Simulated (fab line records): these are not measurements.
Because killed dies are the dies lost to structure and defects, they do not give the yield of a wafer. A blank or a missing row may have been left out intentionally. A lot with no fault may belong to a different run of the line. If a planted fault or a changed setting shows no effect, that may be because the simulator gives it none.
What tool caused it? | flow nand harc | 12 lots, 36 wafers sampled, at 6 steps of a route of 1159

## WHAT THE GAUGES READ, wafer by wafer
NHARC_A_SOURCE_PLATE_THK_MEAS_06: measures by ellipsometry.
lot  | measured     | on            | thk nm (nm)
L534 | day 10 02:00 | film metro-01 | 199.3 202.8 200.3
L533 | day 10 02:01 | film metro-01 | 195.4 198.7 198.1
L538 | day 10 12:02 | film metro-02 | 199.3 199.2 199.0
L539 | day 10 16:37 | film metro-02 | 199.6 197.4 199.6
L541 | day 10 20:18 | film metro-01 | 196.6 196.2 194.0
L545 | day 11 10:03 | film metro-01 | 201.2 201.6 201.2
L546 | day 11 10:04 | film metro-02 | 194.7 197.1 198.1
L549 | day 11 10:03 | film metro-02 | 196.8 200.3 197.6
L550 | day 12 02:24 | film metro-01 | 200.1 199.8 199.2
L552 | day 12 07:06 | film metro-01 | 200.6 199.3 200.5
L554 | day 12 22:20 | film metro-01 | 196.7 193.2 196.9
L553 | day 12 22:20 | film metro-02 | 198.8 200.2 199.8

NHARC_A_ONON_D1_THK_MEAS_14: measures by ellipsometry.
lot  | measured     | on            | thk nm (nm)
L534 | day 10 06:29 | film metro-02 | 994 994 996
L533 | day 10 06:52 | film metro-01 | 996 998 995
L538 | day 10 16:03 | film metro-02 | 391 392 394
L539 | day 10 19:50 | film metro-01 | 1018 1019 1019
L541 | day 10 23:14 | film metro-01 | 417 417 417
L545 | day 11 13:13 | film metro-01 | 991 991 991
L546 | day 11 13:43 | film metro-01 | 1001 998 999
L549 | day 11 13:01 | film metro-02 | 1002 1000 1002
L550 | day 12 05:21 | film metro-01 | 1005 1004 1003
L552 | day 12 10:01 | film metro-02 | 991 991 990
L554 | day 13 01:14 | film metro-02 | 996 996 996
L553 | day 13 01:13 | film metro-01 | 1024 1023 1024

NHARC_END_SORT_01.
lot  | measured     | on        | killed at array | killed at other | killed at periphery | killed dies | killed open | killed short
L538 | day 26 04:05 | prober-01 | 676 674 677     | 0 1 0           | 1 2 0               | 677 677 677 | 3 6 7       | 2 3 0
L541 | day 26 08:21 | prober-02 | 672 675 671     | 3 1 2           | 2 1 4               | 677 677 677 | 3 6 3       | 1 4 3

## WHAT TOOL EACH LOT RAN ON (gives the tool, then ch and the chambers of the sampled wafers, and finally the start)
lot  | NHARC_P_BONDPAD_ETCH_24                       | NHARC_P_BONDPAD_PVD_17                  | NHARC_A_ONON_D1_DEP_12
L534 | rie diel-05 ch 0,2,3, day 10 02:00 or earlier | pvd sputter-03, day 10 02:00 or earlier | pecvd onon-02 ch 0, day 10 05:59
L533 | rie diel-05 ch 1,3, day 10 02:01 or earlier   | pvd sputter-03, day 10 02:01 or earlier | pecvd onon-02 ch 0, day 10 06:20
L538 | rie diel-01 ch 1,3, day 10 12:02 or earlier   | pvd sputter-01, day 10 12:02 or earlier | pecvd onon-02 ch 0, day 10 15:36
L539 | rie diel-11 ch 0,1,3, day 10 16:37 or earlier | pvd sputter-03, day 10 16:37 or earlier | pecvd onon-03 ch 0, day 10 19:20
L541 | rie diel-01 ch 0,1,3, day 10 20:18 or earlier | pvd sputter-01, day 10 20:18 or earlier | pecvd onon-02 ch 0, day 10 22:47
L545 | rie diel-11 ch 0,2,3, day 10 08:17            | pvd sputter-03, day 11 10:03 or earlier | pecvd onon-03 ch 0, day 11 12:43
L546 | rie diel-05 ch 0,1, day 11 10:04 or earlier   | pvd sputter-01, day 11 10:04 or earlier | pecvd onon-04 ch 0, day 11 13:16
L549 | rie diel-01 ch 0,1, day 11 10:03 or earlier   | pvd sputter-01, day 11 10:03 or earlier | pecvd onon-04 ch 0, day 11 12:30
L550 | rie diel-11 ch 1,2, day 12 02:24 or earlier   | pvd sputter-02, day 12 02:24 or earlier | pecvd onon-03 ch 0, day 12 04:50
L552 | rie diel-11 ch 0,1,3, day 12 07:06 or earlier | pvd sputter-02, day 12 07:06 or earlier | pecvd onon-04 ch 0, day 12 09:34
L554 | rie diel-11 ch 1,2, day 12 22:20 or earlier   | pvd sputter-02, day 12 22:20 or earlier | pecvd onon-03 ch 0, day 13 00:43
L553 | rie diel-11 ch 0,1,2, day 12 22:20 or earlier | pvd sputter-03, day 12 22:20 or earlier | pecvd onon-04 ch 0, day 13 00:43
- NHARC_P_BONDPAD_ETCH_24: etches the open film in CF4/N2, target depth 30 nm, time 72.99 s.
- NHARC_P_BONDPAD_PVD_17: deposits TaN, target thk 5 nm, time 8.06 s.
- NHARC_A_ONON_D1_DEP_12: target thk 1000 nm.

## AS READ BY THE TOOLS THEMSELVES (means over the sampled wafers that have a number; for cases with no such wafer, the mark the record gives instead)
NHARC_P_BONDPAD_ETCH_24.
lot  | tool        | drypump motor current A (A) | oes product au (a.u.) | rf vpp V (V) | showerhead plenum p Torr (Torr) | throttle valve pct (%)
L534 | rie diel-05 | 5.8                         | 0.989                 | 315.0        | 2.65                            | 19.803
L533 | rie diel-05 | 5.9                         | 1.006                 | 312.6        | 2.57                            | 19.799
L538 | rie diel-01 | 6.0                         | 0.983                 | 313.7        | 2.58                            | 19.793
L539 | rie diel-11 | 5.7                         | 0.996                 | 315.8        | 2.75                            | 19.791
L541 | rie diel-01 | 6.0                         | 0.993                 | 314.6        | 2.61                            | 19.795
L545 | rie diel-11 | 5.7                         | 0.989                 | 313.2        | 2.67                            | 19.799
L546 | rie diel-05 | 5.5                         | 0.998                 | 313.7        | 2.63                            | 19.785
L549 | rie diel-01 | 6.1                         | 0.997                 | 314.0        | 2.63                            | 19.793
L550 | rie diel-11 | 5.9                         | 0.981                 | 312.3        | 2.56                            | 19.788
L552 | rie diel-11 | 5.7                         | 1.003                 | 316.6        | 2.75                            | 19.789
L554 | rie diel-11 | 5.9                         | 0.999                 | 315.1        | 2.64                            | 19.792
L553 | rie diel-11 | 5.9                         | 0.990                 | 315.2        | 2.67                            | 19.794

NHARC_P_BONDPAD_PVD_17.
lot  | tool           | chamber pressure pa (Pa) | throttle valve pct (%)
L534 | pvd sputter-03 | 0.12012                  | 28.2
L533 | pvd sputter-03 | 0.11982                  | 30.0
L538 | pvd sputter-01 | 0.11984                  | 30.6
L539 | pvd sputter-03 | 0.12009                  | 29.0
L541 | pvd sputter-01 | 0.11995                  | 30.8
L545 | pvd sputter-03 | 0.12012                  | 29.2
L546 | pvd sputter-01 | 0.11987                  | 30.7
L549 | pvd sputter-01 | 0.12005                  | 30.8
L550 | pvd sputter-02 | 0.11995                  | 29.5
L552 | pvd sputter-02 | 0.12000                  | 29.6
L554 | pvd sputter-02 | 0.12003                  | 29.9
L553 | pvd sputter-03 | 0.12008                  | 29.4

NHARC_A_ONON_D1_DEP_12.
lot  | tool          | sih4 flow sccm (sccm)
L534 | pecvd onon-02 | 211.3
L533 | pecvd onon-02 | 210.2
L538 | pecvd onon-02 | 209.7
L539 | pecvd onon-03 | 210.4
L541 | pecvd onon-02 | 208.8
L545 | pecvd onon-03 | 210.8
L546 | pecvd onon-04 | 209.4
L549 | pecvd onon-04 | 209.5
L550 | pecvd onon-03 | 210.3
L552 | pecvd onon-04 | 210.0
L554 | pecvd onon-03 | 210.4
L553 | pecvd onon-04 | 209.6

## THE ANSWER, worked out from the rows above alone
Rule: usual is defined by the lots themselves. Put in order of their means at a reading, lots are off if they are a third of the lots or fewer, leave a main group of 4 or more, and stand apart from it by a gap of 3 or more times the standard deviation of the main group's means; of several such gaps the widest counts. If all means in a main group match to the digits the tables above print for the reading, that group is not used. A lot without any number at a reading at which 4 lots or more have one is off too. Any other lot the step has rows for is counted as sound. First the gauges in route order, then the tools' own readings, where a lot's mean is used as printed above. The first step at which some lot is off is used, and at that step the reading that is off furthest; a lot without a number counts as furthest.
Off: L538, L541, at NHARC_A_ONON_D1_THK_MEAS_14 (thk nm). For the main group the mean is 1002 nm and the standard deviation 11.
A tool fits if, at a process step before that reading, it ran every lot that is off, and no sound lot after the first of them. The gauges at NHARC_A_ONON_D1_THK_MEAS_14 are tried like those tools. NHARC_P_BONDPAD_ETCH_24: start missing for some lots; hours and lot order therefore follow NHARC_A_SOURCE_PLATE_THK_MEAS_06. NHARC_P_BONDPAD_PVD_17: start missing for some lots; hours and lot order therefore follow NHARC_A_SOURCE_PLATE_THK_MEAS_06. One fits: pecvd onon-02 at NHARC_A_ONON_D1_DEP_12. A fault onset in the window from L533 (day 10 06:20, its last sound lot) to L538 (day 10 15:36, its first lot off) fits.

## WHAT WAS PUT IN BY THE SIMULATOR
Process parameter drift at NHARC_A_ONON_D1_DEP_12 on pecvd onon-02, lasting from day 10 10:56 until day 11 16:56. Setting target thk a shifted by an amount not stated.
Lots struck among those shown: L538, L541. This agrees with what the rule above found.
